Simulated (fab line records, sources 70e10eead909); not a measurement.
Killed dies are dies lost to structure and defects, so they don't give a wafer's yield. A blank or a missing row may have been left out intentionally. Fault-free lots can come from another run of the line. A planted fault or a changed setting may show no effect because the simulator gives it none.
Which of the tools did it?	flow nand_harc	Sampling: 21 lots, 63 wafers, 6 of 1159 route steps

## WHAT EACH GAUGE READ, for each wafer
The record holds no reading of a measuring or inspecting step that can be judged against a usual standard deviation.

## WHAT TOOL EACH LOT RAN ON (gives the tool, then ch and the chambers of the sampled wafers, and finally the start)
lot	NHARC_A_STAIRCASE_ETCH_232	NHARC_A_STAIRCASE_TRIM_235	NHARC_A_STAIRCASE_DESCUM_291	NHARC_A_STAIRCASE_CMP_152	NHARC_A_SGD_CUT_STRIP_28	NHARC_A_WL_FILL_RTA_01
L074	rie_diel-01 ch 1,3, day 11 18:05 or earlier	rie_diel-01 ch 1,2, day 11 18:05 or earlier	rie_diel-13 ch 0,1,2, day 11 18:05	cmp-01 ch 2,3, day 13 23:29	rie_diel-10 ch 0,3, day 14 23:55 or earlier	rtp_anneal-01 ch 0, day 14 23:55
L075	rie_diel-01 ch 0,1,3, day 12 03:26 or earlier	rie_diel-01 ch 1,2,3, day 12 03:26 or earlier	rie_diel-12 ch 0,1,2, day 12 03:26	cmp-02 ch 0,1,2, day 14 05:30	rie_diel-06 ch 0,1,3, day 15 05:59 or earlier	rtp_anneal-02 ch 0, day 15 05:59
L076	rie_diel-12 ch 0,2,3, day 12 13:49 or earlier	rie_diel-12 ch 2,3, day 12 13:49 or earlier	rie_diel-01 ch 0,2,3, day 12 13:49	cmp-02 ch 0,1, day 14 10:36	rie_diel-06 ch 0,1,3, day 15 12:56 or earlier	rtp_anneal-02 ch 0, day 15 12:56
L079	rie_diel-01 ch 0,1,3, day 12 23:56 or earlier	rie_diel-01 ch 0,1,3, day 12 23:56 or earlier	rie_diel-13 ch 2,3, day 12 23:56	cmp-01 ch 0,1,2, day 15 05:49	rie_diel-06 ch 1,2, day 16 09:57 or earlier	rtp_anneal-01 ch 0, day 16 09:57
L082	rie_diel-12 ch 2,3, day 13 15:57 or earlier	rie_diel-12 ch 0,1,2, day 13 15:57 or earlier	rie_diel-01 ch 0,1,2, day 13 15:57	cmp-02 ch 1,2,3, day 15 22:50	rie_diel-10 ch 0,1,2, day 16 21:20 or earlier	rtp_anneal-02 ch 0, day 16 21:20
L083	rie_diel-01 ch 0,1,2, day 13 19:03 or earlier	rie_diel-01 ch 0,1,2, day 13 19:03 or earlier	rie_diel-01 ch 0,3, day 13 19:03	cmp-02 ch 0,1,2, day 15 21:26	rie_diel-06 ch 0,2,3, day 16 21:20 or earlier	rtp_anneal-01 ch 0, day 16 21:20
L084	rie_diel-01 ch 0,1,3, day 13 19:37 or earlier	rie_diel-01 ch 0,3, day 13 19:37 or earlier	rie_diel-12 ch 0,1, day 13 19:37	cmp-01 ch 0,2,3, day 15 21:19	rie_diel-04 ch 0,1,3, day 16 21:14 or earlier	rtp_anneal-02 ch 0, day 16 21:14
L081	rie_diel-13 ch 0,1,2, day 13 20:55 or earlier	rie_diel-13 ch 0,3, day 13 20:55 or earlier	rie_diel-12 ch 2,3, day 13 20:55	cmp-02 ch 1,2,3, day 16 01:55	rie_diel-06 ch 0,2,3, day 17 03:16 or earlier	rtp_anneal-01 ch 0, day 17 03:16
L086	rie_diel-12 ch 0,2,3, day 14 18:14 or earlier	rie_diel-12 ch 1,2,3, day 14 18:14 or earlier	rie_diel-01 ch 0,2,3, day 14 18:14	cmp-02 ch 1,3, day 16 21:17	rie_diel-10 ch 0,1,3, day 17 21:19 or earlier	rtp_anneal-01 ch 0, day 17 21:19
L087	rie_diel-01 ch 0,1, day 14 20:20 or earlier	rie_diel-01 ch 2,3, day 14 20:20 or earlier	rie_diel-12 ch 0,1,3, day 14 20:20	cmp-01 ch 1,2,3, day 16 21:13	rie_diel-04 ch 2,3, day 17 21:32 or earlier	rtp_anneal-01 ch 0, day 17 21:32
L085	rie_diel-12 ch 1,2,3, day 14 20:47 or earlier	rie_diel-12 ch 2,3, day 14 20:47 or earlier	rie_diel-12 ch 0,3, day 14 20:47	cmp-02 ch 1,2, day 16 21:28	rie_diel-06 ch 1,2,3, day 17 21:23 or earlier	rtp_anneal-02 ch 0, day 17 21:23
L088	rie_diel-01 ch 0,1,3, day 15 03:15 or earlier	rie_diel-01 ch 0,3, day 15 03:15 or earlier	rie_diel-13 ch 0,1,2, day 15 03:15	cmp-03 ch 1,3, day 17 08:50	rie_diel-04 ch 0,1, day 18 10:38 or earlier	rtp_anneal-01 ch 0, day 18 10:38
L089	rie_diel-13 ch 1,2,3, day 15 12:16 or earlier	rie_diel-13 ch 0,1,2, day 15 12:16 or earlier	rie_diel-01 ch 0,2,3, day 15 12:16	cmp-03 ch 0,1,3, day 17 20:40	rie_diel-10 ch 0,1,3, day 18 22:31 or earlier	rtp_anneal-01 ch 0, day 18 22:31
L091	rie_diel-01 ch 0,1, day 15 15:53 or earlier	rie_diel-01 ch 1,2, day 15 15:53 or earlier	rie_diel-01 ch 0,2,3, day 15 15:53	cmp-01 ch 0,3, day 17 20:39	rie_diel-06 ch 0,1,3, day 18 22:46 or earlier	rtp_anneal-02 ch 0, day 18 22:46
L090	rie_diel-13 ch 0,3, day 15 17:02 or earlier	rie_diel-13 ch 1,2,3, day 15 17:02 or earlier	rie_diel-12 ch 0,1,2, day 15 17:02	cmp-01 ch 1,2,3, day 18 01:49	rie_diel-10 ch 1,2, day 19 05:25 or earlier	rtp_anneal-02 ch 0, day 19 05:25
L092	rie_diel-12 ch 0,2, day 15 21:26 or earlier	rie_diel-12 ch 0,2,3, day 15 21:26 or earlier	rie_diel-12 ch 0,1,3, day 15 21:26	cmp-03 ch 0,2,3, day 18 01:32	rie_diel-04 ch 1,3, day 19 05:25 or earlier	rtp_anneal-01 ch 0, day 19 05:25
L094	rie_diel-13 ch 2,3, day 16 06:45 or earlier	rie_diel-13 ch 0,1, day 16 06:45 or earlier	rie_diel-12 ch 0,2,3, day 16 06:45	cmp-03 ch 0,2,3, day 18 11:21	rie_diel-10 ch 2,3, day 19 11:16 or earlier	rtp_anneal-02 ch 0, day 19 11:16
L093	rie_diel-01 ch 0,1,3, day 16 13:23 or earlier	rie_diel-01 ch 0,1,2, day 16 13:23 or earlier	rie_diel-01 ch 0,3, day 16 13:23	cmp-02 ch 0,1,3, day 18 11:11	rie_diel-06 ch 1,2,3, day 19 11:38 or earlier	rtp_anneal-01 ch 0, day 19 11:38
L095	rie_diel-01 ch 0,3, day 16 17:31 or earlier	rie_diel-01 ch 0,2,3, day 16 17:31 or earlier	rie_diel-13 ch 1,2,3, day 16 17:31	cmp-01 ch 1,2,3, day 19 02:30	rie_diel-04 ch 2,3, day 20 04:40 or earlier	rtp_anneal-01 ch 0, day 20 04:40
L097	rie_diel-13 ch 1,2,3, day 17 09:29 or earlier	rie_diel-13 ch 0,1,3, day 17 09:29 or earlier	rie_diel-13 ch 0,1,2, day 17 09:29	cmp-01 ch 0,1,2, day 19 15:02	rie_diel-06 ch 2,3, day 20 15:58 or earlier	rtp_anneal-02 ch 0, day 20 15:58
L096	rie_diel-12 ch 0,1,2, day 17 14:57 or earlier	rie_diel-12 ch 0,2,3, day 17 14:57 or earlier	rie_diel-13 ch 1,2,3, day 17 14:57	cmp-02 ch 1,2,3, day 19 21:36	rie_diel-04 ch 0,1,2, day 20 22:37 or earlier	rtp_anneal-01 ch 0, day 20 22:37
- NHARC_A_STAIRCASE_ETCH_232: etches the open film in C4F8/O2, target depth 100 nm, time 40.5 s.
- NHARC_A_STAIRCASE_TRIM_235: chemistry O2, time 211.2 s.
- NHARC_A_STAIRCASE_DESCUM_291: chemistry O2, time 3 s.
- NHARC_A_STAIRCASE_CMP_152: polishes.
- NHARC_A_SGD_CUT_STRIP_28: strips in O2, time 20 s.
- NHARC_A_WL_FILL_RTA_01: time 5 s.

## AS READ BY THE TOOLS THEMSELVES (means over the sampled wafers that have a number; for cases with no such wafer, the mark the record gives instead)
NHARC_A_STAIRCASE_ETCH_232. Usual: chamber_pressure_mTorr 25.002 mTorr, standard deviation 0.022; oes_product_au 0.947 a.u., standard deviation 0.015; rf_fwd_power_W 592.2 W, standard deviation 2.6; rf_vpp_V 895 V, standard deviation 7.4.
lot	tool	chamber_pressure_mTorr (mTorr)	oes_product_au (a.u.)	rf_fwd_power_W (W)	rf_vpp_V (V)	flag
L074	rie_diel-01	24.996	0.926	591.1	892	
L075	rie_diel-01	25.023	0.941	591.0	890	
L076	rie_diel-12	25.017	0.951	592.8	894	
L079	rie_diel-01	25.001	0.933	591.2	890	
L082	rie_diel-12	25.008	0.937	590.8	888	
L083	rie_diel-01	24.980	0.942	589.6	895	
L084	rie_diel-01	24.992	0.935	591.4	891	
L081	rie_diel-13	25.020	0.949	591.5	898	
L086	rie_diel-12	25.015	0.945	592.7	894	
L087	rie_diel-01	25.017	0.944	589.9	902	
L085	rie_diel-12	24.998	0.968	591.7	889	
L088	rie_diel-01	25.012	0.954	590.9	897	
L089	rie_diel-13	24.999	0.971	591.7	896	
L091	rie_diel-01	24.987	0.930	588.5	897	
L090	rie_diel-13	25.011	0.955	594.3	902	
L092	rie_diel-12	25.012	0.930	594.4	894	
L094	rie_diel-13	24.990	0.949	591.6	897	
L093	rie_diel-01	24.986	0.943	593.5	896	
L095	rie_diel-01	25.011	0.935	593.1	895	
L097	rie_diel-13	25.009	0.955	593.5	896	
L096	rie_diel-12	25.018	0.954	593.6	894	

NHARC_A_STAIRCASE_TRIM_235. Usual: chamber_pressure_mTorr 60.00 mTorr, standard deviation 0.054; drypump_motor_current_A 5.8 A, standard deviation 0.39; oes_product_au 1.002 a.u., standard deviation 0.014; rf_vpp_V 57.7 V, standard deviation 0.92; showerhead_plenum_p_Torr 3.51 Torr, standard deviation 0.2; throttle_valve_pct 17.036 %, standard deviation 0.01.
lot	tool	chamber_pressure_mTorr (mTorr)	drypump_motor_current_A (A)	oes_product_au (a.u.)	rf_vpp_V (V)	showerhead_plenum_p_Torr (Torr)	throttle_valve_pct (%)	flag
L074	rie_diel-01	60.05	5.8	0.983	57.8	3.40	17.037	
L075	rie_diel-01	60.08	5.9	0.976	57.6	3.37	17.037	
L076	rie_diel-12	60.05	6.1	1.003	57.8	3.32	17.043	
L079	rie_diel-01	60.01	5.8	0.997	57.8	3.37	17.046	
L082	rie_diel-12	60.00	5.8	1.010	57.7	3.50	17.036	
L083	rie_diel-01	60.01	5.7	0.980	57.9	3.51	17.032	
L084	rie_diel-01	60.00	5.9	1.000	58.2	3.35	17.037	
L081	rie_diel-13	60.04	5.8	1.024	57.9	3.74	17.047	
L086	rie_diel-12	59.94	6.1	1.027	56.6	3.34	17.035	
L087	rie_diel-01	60.02	5.8	0.992	57.3	3.66	17.027	
L085	rie_diel-12	59.99	6.1	1.004	56.8	3.31	17.040	
L088	rie_diel-01	59.99	5.6	1.001	57.4	3.67	17.041	
L089	rie_diel-13	60.02	5.7	1.018	57.6	3.57	17.035	
L091	rie_diel-01	59.98	5.8	0.995	58.2	3.68	17.042	
L090	rie_diel-13	60.01	6.0	1.008	57.5	3.54	17.023	
L092	rie_diel-12	60.00	5.8	1.008	57.8	3.46	17.030	
L094	rie_diel-13	59.99	5.4	0.999	58.7	3.72	17.035	
L093	rie_diel-01	59.94	5.7	0.994	57.5	3.68	17.036	
L095	rie_diel-01	59.99	5.7	0.993	58.8	3.65	17.026	
L097	rie_diel-13	60.06	5.7	1.012	58.0	3.68	17.031	
L096	rie_diel-12	60.03	5.8	1.002	57.4	3.46	17.038	

NHARC_A_STAIRCASE_DESCUM_291. Usual: chamber_pressure_mTorr 60.00 mTorr, standard deviation 0.05; drypump_motor_current_A 5.8 A, standard deviation 0.42; oes_product_au 1.003 a.u., standard deviation 0.015; rf_vpp_V 57.8 V, standard deviation 0.94; showerhead_plenum_p_Torr 1.91 Torr, standard deviation 0.12; throttle_valve_pct 11.311 %, standard deviation 0.0095.
lot	tool	chamber_pressure_mTorr (mTorr)	drypump_motor_current_A (A)	oes_product_au (a.u.)	rf_vpp_V (V)	showerhead_plenum_p_Torr (Torr)	throttle_valve_pct (%)	flag
L074	rie_diel-13	59.97	5.7	1.015	57.8	1.95	11.310	
L075	rie_diel-12	60.01	5.8	1.009	57.7	1.90	11.319	
L076	rie_diel-01	60.01	5.7	0.992	56.3	1.79	11.311	
L079	rie_diel-13	60.00	6.4	1.020	57.2	1.85	11.307	
L082	rie_diel-01	60.00	5.6	0.985	57.3	1.91	11.322	
L083	rie_diel-01	59.99	5.8	0.992	57.0	1.81	11.307	
L084	rie_diel-12	60.01	5.4	1.008	58.6	1.99	11.314	
L081	rie_diel-12	60.00	6.1	1.013	58.3	1.79	11.303	
L086	rie_diel-01	59.97	5.7	0.995	58.1	1.99	11.306	
L087	rie_diel-12	60.00	5.7	1.005	57.8	1.90	11.303	
L085	rie_diel-12	60.00	5.4	0.989	58.7	1.97	11.308	
L088	rie_diel-13	60.00	5.7	1.014	58.1	1.94	11.318	
L089	rie_diel-01	60.02	5.7	0.995	57.9	1.99	11.308	
L091	rie_diel-01	60.01	5.7	0.995	58.5	1.99	11.307	
L090	rie_diel-12	60.04	5.8	1.001	57.5	1.89	11.319	
L092	rie_diel-12	60.06	5.7	1.003	57.9	1.89	11.303	
L094	rie_diel-12	59.91	5.8	1.008	57.5	1.87	11.320	
L093	rie_diel-01	59.95	5.6	0.989	57.7	1.99	11.312	
L095	rie_diel-13	60.01	6.0	1.015	58.1	1.92	11.314	
L097	rie_diel-13	60.04	5.7	1.009	58.8	1.93	11.304	
L096	rie_diel-13	59.98	6.0	1.006	58.0	1.91	11.309	

NHARC_A_STAIRCASE_CMP_152. Usual: edge_zone_pressure_frac 0.999, standard deviation 0.0049; motor_current_A 12.2 A, standard deviation 1.3; slurry_flow_ml_min 150.0, standard deviation 0.46.
lot	tool	edge_zone_pressure_frac	motor_current_A (A)	slurry_flow_ml_min	flag
L074	cmp-01	0.999	12.3	150.3	
L075	cmp-02	0.997	12.5	150.1	
L076	cmp-02	0.999	13.0	150.2	
L079	cmp-01	1.000	12.8	149.8	
L082	cmp-02	0.997	12.2	149.8	
L083	cmp-02	1.002	12.2	149.7	
L084	cmp-01	0.998	11.8	149.6	
L081	cmp-02	1.005	12.1	150.1	
L086	cmp-02	1.001	12.8	150.1	
L087	cmp-01	0.997	13.2	149.7	
L085	cmp-02	0.992	11.5	150.1	
L088	cmp-03	0.996	11.0	150.0	
L089	cmp-03	0.996	11.3	150.1	
L091	cmp-01	1.003	11.4	150.0	
L090	cmp-01	0.995	13.3	150.1	
L092	cmp-03	1.000	10.8	149.5	
L094	cmp-03	1.002	11.5	149.9	
L093	cmp-02	0.997	12.8	149.8	
L095	cmp-01	0.996	13.4	149.8	
L097	cmp-01	1.000	12.9	150.1	
L096	cmp-02	0.998	11.9	149.9	

NHARC_A_SGD_CUT_STRIP_28. Usual: chamber_pressure_mTorr 60.00 mTorr, standard deviation 0.054; drypump_motor_current_A 5.5 A, standard deviation 0.55; oes_product_au 0.997 a.u., standard deviation 0.0093; rf_vpp_V 57.9 V, standard deviation 0.87; showerhead_plenum_p_Torr 3.56 Torr, standard deviation 0.12; throttle_valve_pct 17.036 %, standard deviation 0.0093.
lot	tool	chamber_pressure_mTorr (mTorr)	drypump_motor_current_A (A)	oes_product_au (a.u.)	rf_vpp_V (V)	showerhead_plenum_p_Torr (Torr)	throttle_valve_pct (%)	flag
L074	rie_diel-10	60.02	5.5	0.998	57.8	3.50	17.033	
L075	rie_diel-06	60.06	5.4	0.992	58.4	3.66	17.034	
L076	rie_diel-06	60.00	5.4	1.001	58.3	3.66	17.026	
L079	rie_diel-06	60.05	5.4	0.999	58.3	3.56	17.027	
L082	rie_diel-10	60.02	5.5	0.997	57.7	3.55	17.035	
L083	rie_diel-06	60.00	5.7	0.999	58.4	3.59	17.044	
L084	rie_diel-04	60.01	5.7	0.998	58.0	3.57	17.032	
L081	rie_diel-06	59.98	5.7	1.000	57.7	3.59	17.035	
L086	rie_diel-10	59.96	5.2	0.998	57.6	3.57	17.045	
L087	rie_diel-04	60.00	5.1	0.994	57.4	3.41	17.041	
L085	rie_diel-06	60.04	5.6	1.005	58.5	3.57	17.033	
L088	rie_diel-04	59.98	5.7	0.990	57.8	3.63	17.032	
L089	rie_diel-10	59.94	5.2	0.996	57.9	3.56	17.029	
L091	rie_diel-06	59.98	5.4	0.997	58.4	3.66	17.036	
L090	rie_diel-10	60.00	5.8	1.001	58.4	3.51	17.032	
L092	rie_diel-04	60.01	5.8	0.985	56.4	3.51	17.040	
L094	rie_diel-10	60.06	6.0	0.999	57.8	3.42	17.043	
L093	rie_diel-06	59.97	5.6	0.999	58.5	3.57	17.032	
L095	rie_diel-04	60.02	5.1	0.986	57.1	3.41	17.037	
L097	rie_diel-06	59.92	6.2	1.001	58.5	3.50	17.049	
L096	rie_diel-04	60.02	5.5	0.997	57.5	3.54	17.030	

NHARC_A_WL_FILL_RTA_01. Usual: lamp_power_pct 36.1 %, standard deviation 1.4; lamp_zone_7_pct 36.7 %, standard deviation 1.5; wafer_temp_C_max 1005.2, standard deviation 1.6.
lot	tool	lamp_power_pct (%)	lamp_zone_7_pct (%)	wafer_temp_C_max	flag
L074	rtp_anneal-01	35.0	35.6	1006.7	
L075	rtp_anneal-02	38.0	38.6	1003.7	
L076	rtp_anneal-02	37.9	38.5	1003.9	
L079	rtp_anneal-01	35.0	35.6	1006.6	
L082	rtp_anneal-02	38.0	38.6	1004.4	
L083	rtp_anneal-01	35.0	35.5	1005.5	
L084	rtp_anneal-02	37.9	38.6	1002.8	
L081	rtp_anneal-01	35.0	35.5	1006.2	
L086	rtp_anneal-01	35.0	35.5	1007.1	
L087	rtp_anneal-01	35.0	35.5	1005.0	
L085	rtp_anneal-02	37.9	38.5	1003.0	
L088	rtp_anneal-01	35.0	35.6	1007.0	
L089	rtp_anneal-01	35.0	35.6	1007.3	
L091	rtp_anneal-02	38.0	38.6	1003.4	
L090	rtp_anneal-02	38.0	38.6	1004.1	
L092	rtp_anneal-01	35.0	35.5	1005.1	
L094	rtp_anneal-02	37.9	38.5	1003.8	
L093	rtp_anneal-01	35.0	35.6	1006.4	
L095	rtp_anneal-01	35.0	35.5	1005.3	
L097	rtp_anneal-02	37.9	38.6	1003.2	
L096	rtp_anneal-01	35.0	35.6	1006.8	

## THE ANSWER, worked out from the rows above alone
Rule: lot off if the mean of its wafers having a number is beyond 3 standard deviations from the usual mean. A lot without any number at a reading at which 4 lots or more have one is off too. Any other lot the step has rows for is counted as sound. After the gauges, taken in route order, come the tools' own readings; for these a lot's mean is taken, as printed above. At the first step where some lot is off, the reading lying furthest off is the one used; lots without a number count as furthest.
None of the lots is off at any reading shown; this tells nothing.

## WHAT THE SIMULATOR HAD PUT IN
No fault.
